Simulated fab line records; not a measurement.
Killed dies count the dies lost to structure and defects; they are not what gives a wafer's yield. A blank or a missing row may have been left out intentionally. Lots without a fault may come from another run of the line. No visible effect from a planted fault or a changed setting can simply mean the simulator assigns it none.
fab line records | flow n5_finfet
[record] lots = 6 wafers = 17 last_day = 21
route steps=1938 shown BEOL_M4@1096
lots that met no fault: from a run of the same line without faults
start_h: start of the lot's first displayed wafer, in hours after the record's first day | wait_h: hours since the lot's step before | " same as the row above | L1.1+2: one row covering several wafers at once | - either no value or no given start | * or withheld: withheld | < > ~ a bound
route shown NAME@n: a module of which the file shows steps, and the number in the route of the first | usual: average and standard deviation across the fault-free wafers | same: alike in all rows | chamber/n: place in a boat | sites: each site's reading | _std_site: standard deviation of those values | _edge_site: outer sites' mean less inner sites' | radius_mm: how far each site lies from the wafer's centre | mask NAME#n: copy n | behind: the last tool/chamber to shape the wafer | hold: the reason the lot was held/the length of the hold in hours/how it ended | device: which transistor (n, p or np) failed to switch | end of line: the tests these same wafers got at the end of their route | a step with no rows: only its recipe | killed: dies that structure and defects cost at the first sort, which is not the same as the wafer's yield | map: a wafer's dies, x killed, . not, _ none there
set.NAME: the setting as run; set.NAME@STEP: as run at that earlier step | model.NAME: the simulator's own value behind a step, which no gauge read
lots at selected steps of the route; one table per step, one row per wafer
services: when a tool's chamber went out of use (start_h, in hours from the record's first day, below 0 if earlier), for how many hours, and the reason
[[steps]]
[step N5_BEOL_M4_SPUTTER_92]
[recipe] material = Cu target_thk_a = 45 temp_c = -20 chamber_pressure_pa = 0.07 power_w = withheld time_s = 8.29
[usual] chamber_pressure_pa = 0.07004/0.00014 throttle_valve_pct = 29.5/1
// columns lot.wafer tool chamber start_h wait_h chamber_pressure_pa throttle_valve_pct
L968.2 pvd_sputter-01 - 218.21 0.1 0.07014 31.5
L968.3 " - " " 0.07007 28.2
L968.5 " - " " 0.0702 29.5
L969.1 pvd_sputter-01 - 236.37 0.1 0.07029 31.3
L969.2 " - " " 0.07017 28.4
L969.3 " - " " 0.0702 30.3
L978.1 pvd_sputter-03 - 344.95 0.1 0.07027 27.9
L978.3 " - " " 0.0698 29.3
L978.5 " - " " 0.07025 28.2
L979.1 pvd_sputter-02 - 353.29 0.1 0.07034 28.6
L979.3 " - " " 0.07033 30.4
L986.1 pvd_sputter-02 - 366.39 0.1 0.07002 28.5
L986.2 " - " " 0.06984 30.2
L986.3 " - " " 0.06979 28.4
L987.1 pvd_sputter-01 - 399.27 0.1 0.07009 31.6
L987.2 " - " " 0.06998 29.5
L987.5 " - " " 0.07003 31.5
[step N5_BEOL_M4_ANNEAL_93]
[recipe] temp_c = 400 time_s = 240 ambient = vacuum
[usual] heater_power_w = 797/71
// columns lot.wafer tool chamber start_h wait_h heater_power_w
L968.2 pvd_sputter-01 - 218.29 0.0 723
L968.3 " - " " 822
L968.5 " - " " 823
L969.1 pvd_sputter-01 - 236.45 0.0 706
L969.2 " - " " 810
L969.3 " - " " 728
L978.1 pvd_sputter-03 - 345.03 0.0 725
L978.3 " - " " 869
L978.5 " - " " 732
L979.1 pvd_sputter-02 - 353.37 0.0 723
L979.3 " - " " 887
L986.1 pvd_sputter-02 - 366.47 0.0 700
L986.2 " - " " 869
L986.3 " - " " 783
L987.1 pvd_sputter-01 - 399.35 0.0 714
L987.2 " - " " 807
L987.5 " - " " 709
[step N5_BEOL_M4_SPUTTER_94]
[recipe] material = Cu target_thk_a = 45 temp_c = -20 chamber_pressure_pa = 0.07 power_w = withheld time_s = 8.29
[usual] chamber_pressure_pa = 0.07/0.00014 throttle_valve_pct = 29.5/1
// columns lot.wafer tool chamber start_h wait_h chamber_pressure_pa throttle_valve_pct
L968.2 pvd_sputter-01 - 218.43 0.1 0.07 31.4
L968.3 " - " " 0.07028 28.6
L968.5 " - " " 0.06995 29.4
L969.1 pvd_sputter-01 - 236.59 0.1 0.06998 31.3
L969.2 " - " " 0.07013 28.7
L969.3 " - " " 0.07009 30.1
L978.1 pvd_sputter-03 - 345.17 0.1 0.07 28.0
L978.3 " - " " 0.06986 29.1
L978.5 " - " " 0.06993 28.1
L979.1 pvd_sputter-02 - 353.51 0.1 0.07001 28.5
L979.3 " - " " 0.07009 29.9
L986.1 pvd_sputter-02 - 366.61 0.1 0.06994 28.8
L986.2 " - " " 0.07018 30.0
L986.3 " - " " 0.07005 28.8
L987.1 pvd_sputter-01 - 399.49 0.1 0.07007 31.4
L987.2 " - " " 0.07 29.5
L987.5 " - " " 0.06995 31.7
[step N5_BEOL_M4_ANNEAL_95]
[recipe] temp_c = 400 time_s = 240 ambient = vacuum
[usual] heater_power_w = 797/73
// columns lot.wafer tool chamber start_h wait_h heater_power_w
L968.2 pvd_sputter-01 - 218.51 0.0 709
L968.3 " - " " 799
L968.5 " - " " 837
L969.1 pvd_sputter-01 - 236.67 0.0 726
L969.2 " - " " 828
L969.3 " - " " 713
L978.1 pvd_sputter-03 - 345.25 0.0 737
L978.3 " - " " 896
L978.5 " - " " 719
L979.1 pvd_sputter-02 - 353.59 0.0 741
L979.3 " - " " 848
L986.1 pvd_sputter-02 - 366.69 0.0 742
L986.2 " - " " 864
L986.3 " - " " 796
L987.1 pvd_sputter-01 - 399.57 0.0 712
L987.2 " - " " 832
L987.5 " - " " 707
[step N5_BEOL_M4_SPUTTER_96]
[recipe] material = Cu target_thk_a = 45 temp_c = -20 chamber_pressure_pa = 0.07 power_w = withheld time_s = 8.29
[step N5_BEOL_M4_ECD_50]
[recipe] material = Cu target_thk_a = 3000
[step N5_BEOL_M4_ANNEAL_51]
[recipe] temp_c = 225 time_s = 90 ambient = N2
[step N5_BEOL_M4_CMP_52]
[recipe] stop_on = SiOC t_overpolish_s = 6.8 down_force_psi = 1 platen_rpm = 50 clearing_platen_down_force_psi = 1.5 clearing_platen_rpm = 50 post_cmp_clean = cu_alkaline target_thk_nm = 40 clearing_platen_pad_velocity_m_s = 0.99484 pad_velocity_m_s = 0.99484
[usual] barrier_field_endpoint_s = 24.6/0.56 motor_current_A = 6.2/0.62 overpolish_run_s = 6.800/0.0092 slurry_filter_dp_kPa = 13.51/0.14 time_to_endpoint_s = 62.5/2.4
// columns lot.wafer tool chamber start_h wait_h barrier_field_endpoint_s motor_current_A overpolish_run_s slurry_filter_dp_kPa time_to_endpoint_s
L968.2 cmp-04 1 219.22 0.3 23.8 7.4 6.799 13.24 61.0
L968.3 " 2 " " 24.3 6.1 6.804 13.41 61.3
L968.5 " 0 " " 24.8 5.6 6.803 13.71 60.3
L969.3 cmp-02 2 237.30 0.2 25.6 6.8 6.818 13.52 67.5
L969.1 " 3 " " 25.7 4.8 6.803 13.56 65.6
L969.2 " 0 " " 25.7 6.2 6.796 13.03 67.1
L978.3 cmp-04 0 345.88 0.2 24.4 5.7 6.788 13.81 63.8
L978.1 " 1 " " 25.6 7.2 6.795 13.32 65.1
L978.5 " 1 " " 25.2 7.3 6.794 13.32 66.0
L979.1 cmp-03 2 354.30 0.3 24.4 5.4 6.798 13.46 60.7
L979.3 " 3 " " 24.2 6.7 6.807 13.65 60.6
L986.2 cmp-04 1 367.63 0.4 25.4 7.2 6.809 13.64 64.6
L986.1 " 2 " " 25.0 5.9 6.781 13.54 61.3
L986.3 " 3 " " 24.9 6.5 6.778 13.67 62.8
L987.2 cmp-04 2 400.24 0.2 24.9 6.2 6.824 13.57 63.5
L987.1 " 0 " " 24.3 5.4 6.811 13.73 59.8
L987.5 " 2 " " 24.8 5.9 6.799 13.57 60.3
[step N5_BEOL_M4_THK_MEAS_53]
[recipe] thk_meas_gauge = xrf reads = Cu_of_BEOL_M4_ECD_50
[usual] M4_THK = 39.3/1.1
// columns lot.wafer tool chamber start_h wait_h M4_THK[nm]
L968.2 film_metro-01 - 219.44 - 38.8
L968.3 " - " " 38.0
L968.5 " - " " 38.0
L969.1 film_metro-02 - 237.60 - 41.3
L969.2 " - " " 41.8
L969.3 " - " " 39.3
L978.1 film_metro-01 - 346.17 - 38.4
L978.3 " - " " 38.6
L978.5 " - " " 39.1
L979.1 film_metro-01 - 354.52 - 39.4
L979.3 " - " " 39.3
L986.1 film_metro-01 - 367.89 - 39.7
L986.2 " - " " 40.1
L986.3 " - " " 39.9
L987.1 film_metro-01 - 400.49 - 40.7
L987.2 " - " " 41.4
L987.5 " - " " 40.1
[step N5_BEOL_M4_PRE_CLEAN_60]
[recipe] gas = NH3/H2 time_s = 15 temp_c = * rf_power_w = 300
[step N5_BEOL_M4_CO_CAP_55]
[recipe] material = Co target_thk_a = 20 temp_c = 200 precursor = CCTBA/H2 pressure_torr = 30 time_s = 102.1
[step N5_BEOL_M4_PRE_CLEAN_56]
[recipe] gas = NH3 time_s = 15 temp_c = withheld rf_power_w = 300
[step N5_BEOL_M4_DEP_57]
[recipe] material = SiCN target_thk_a = 80 temp_c = withheld precursor = 3MS/NH3 pressure_torr = 3 rf_w = 202 time_s = 14
[usual] chamber_pressure_Torr = 3.000/0.0071 showerhead_plenum_p_Torr = 3.658/0.011 throttle_valve_pct = 9.0/0.32
// columns lot.wafer tool chamber start_h wait_h chamber_pressure_Torr showerhead_plenum_p_Torr throttle_valve_pct model.SiCN_of_BEOL_M4_DEP_57.thk_nm
L968.2 pecvd-03 1 219.70 0.0 3.015 3.642 9.2 8
L968.3 " 0 " " 3.001 3.663 9.3 8.2
L968.5 " 0 " " 3.003 3.658 9.2 8
L969.1 pecvd-03 0 237.79 0.0 3.000 3.661 9.3 7.8
L969.2 " 2 " " 3.008 3.653 8.7 7.8
L969.3 " 1 " " 3.002 3.642 9.3 7.8
L978.1 pecvd-03 1 346.37 0.0 3.005 3.637 9.1 10.8
L978.3 " 2 " " 2.989 3.661 8.5 7.8
L978.5 " 1 " " 3.007 3.641 9.4 10.8
L979.1 pecvd-03 0 354.76 0.0 3.000 3.672 9.7 10.6
L979.3 " 2 " " 3.002 3.657 8.5 8.2
L986.1 pecvd-02 1 368.08 0.0 3.003 3.663 8.8 8.2
L986.2 " 2 " " 3.002 3.657 9.1 7.8
L986.3 " 0 " " 2.991 3.672 9.4 8
L987.1 pecvd-04 2 400.69 0.0 2.997 3.661 9.3 8
L987.2 " 1 " " 3.008 3.676 8.7 8
L987.5 " 0 " " 2.998 3.648 9.3 8
[step N5_BEOL_M4_RS_MEAS_58]
[recipe] thk_meas_gauge = four-point-probe reads = Co_of_BEOL_M4_CO_CAP_55+Cu_of_BEOL_M4_ECD_50+Co_of_BEOL_M4_CVD_47+TaN_of_BEOL_M4_ALD_84
[usual] M4_RS = 0.673/0.025
// columns lot.wafer tool chamber start_h wait_h M4_RS[ohm/sq]
L968.2 film_metro-02 - 219.79 0.1 0.678
L968.3 " - " " 0.697
L968.5 " - " " 0.696
L969.1 film_metro-01 - 237.86 0.0 0.629
L969.2 " - " " 0.620
L969.3 " - " " 0.675
L978.1 film_metro-01 - 346.43 0.0 0.694
L978.3 " - " " 0.690
L978.5 " - " " 0.675
L979.1 film_metro-01 - 354.83 0.0 0.666
L979.3 " - " " 0.673
L986.1 film_metro-01 - 368.15 0.0 0.663
L986.2 " - " " 0.658
L986.3 " - " " 0.661
L987.1 film_metro-01 - 400.75 0.0 0.643
L987.2 " - " " 0.627
L987.5 " - " " 0.656
[step N5_BEOL_M4_RC_MEAS_101]
[usual] DIBL_N = 36.3/1.1 DIBL_P = 36.3/1.4 IOFF_N = 0.155/0.019 IOFF_P = 0.211/0.027 ION_N = 672/8.5 ION_P = 462/5.8 SS_N = 71.5/0.56 SS_P = 73.3/0.52 VT_N = 249.9/2.5 VT_P = -249.8/2.8
// columns lot.wafer tool chamber start_h wait_h DIBL_N[mV/V] DIBL_P[mV/V] IOFF_N[nA/um] IOFF_P[nA/um] ION_N[uA/um] ION_P[uA/um] SS_N[mV/dec] SS_P[mV/dec] VT_N[mV] VT_P[mV]
L968.2 prober-01 0 219.99 0.2 36.1 36.9 0.144 0.220 668 467 71.6 72.2 251.3 -248.3
L968.3 " 0 " " 35.6 37.1 0.138 0.219 668 465 71.4 73.3 252.5 -249.1
L968.5 " 0 " " 37.0 39.1 0.171 0.263 678 469 71.3 73.4 251.1 -247.9
L969.1 prober-01 0 237.91 0.0 37.1 36.9 0.156 0.246 665 468 72.1 73.0 251.7 -246.4
L969.2 " 0 " " 35.8 35.8 0.146 0.231 665 465 71.4 73.2 251.7 -248.9
L969.3 " 0 " " 37.4 37.7 0.176 0.275 678 468 71.2 73.1 249.4 -247.6
L978.1 prober-01 0 346.49 0.0 37.2 38.0 0.160 0.261 667 461 72.4 74.0 251.0 -245.5
L978.3 " 0 " " 37.6 37.7 0.167 0.255 670 464 72.8 73.9 249.2 -244.0
L978.5 " 0 " " 37.1 35.7 0.153 0.217 664 457 73.1 73.4 250.6 -251.0
L979.1 prober-02 0 354.88 0.0 35.3 34.7 0.149 0.230 675 468 71.3 72.3 248.8 -244.9
L979.3 " 0 " " 34.4 33.6 0.127 0.205 668 465 71.0 73.2 250.5 -245.8
L986.1 prober-01 0 368.20 0.0 37.3 39.4 0.209 0.284 680 470 72.2 73.1 247.2 -244.7
L986.2 " 0 " " 36.1 38.4 0.178 0.258 674 465 71.7 73.7 249.4 -248.1
L986.3 " 0 " " 35.0 37.1 0.165 0.238 675 470 71.0 73.3 247.5 -246.2
L987.1 prober-01 0 400.81 0.0 36.4 35.7 0.167 0.213 677 456 72.0 73.1 249.3 -249.3
L987.2 " 0 " " 35.8 35.1 0.154 0.208 673 455 72.6 73.7 249.8 -249.9
L987.5 " 0 " " 35.6 34.6 0.155 0.197 673 460 72.1 73.2 248.3 -250.5
[[services]]
// columns tool chamber start_h hours kind
pecvd-04 - 210.50 0.8 pm
cmp-02 - 215.05 3.4 repair
cmp-02 - 230.85 4.1 repair
cmp-04 - 233.46 4.0 pm
cmp-03 - 235.38 10.9 pm
cmp-03 - 255.03 0.4 repair
cmp-02 - 255.54 4.1 repair
cmp-04 - 264.82 0.8 repair
cmp-03 - 270.86 1.0 repair
pvd_sputter-03 - 273.75 1.9 repair
pecvd-02 0 274.67 30.8 repair
cmp-04 - 288.21 0.8 repair
cmp-02 - 291.63 4.0 pm
cmp-02 - 295.98 4.2 pm
cmp-03 - 303.08 2.8 repair
cmp-02 - 303.40 0.6 repair
cmp-04 - 303.73 2.6 repair
cmp-03 - 313.46 4.0 pm
cmp-03 - 336.82 3.6 repair
pecvd-02 2 337.97 16.0 repair
pecvd-04 - 343.78 0.7 repair
pecvd-02 2 355.96 3.8 repair
pvd_sputter-03 - 368.86 6.0 repair
cmp-02 - 393.48 1.2 repair
[[key]]
first_sign none at tools or gauges
[model_effect] step = N5_BEOL_M4_DEP_57 value = SiCN_of_BEOL_M4_DEP_57.thk_nm without = 8 struck = 10.73
met_at N5_BEOL_M4_DEP_57
struck_wafers L978.1,L978.5,L979.1
onset_between 237.79 346.37
[fault] kind = process_parameter_drift tool = pecvd-03 chamber = - onset_h = 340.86 steps = N5_BEOL_M4_DEP_57 channel = time_s offset = * shape = step end_h = 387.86 scope = struck_wafers_only acts_in = * stated = *
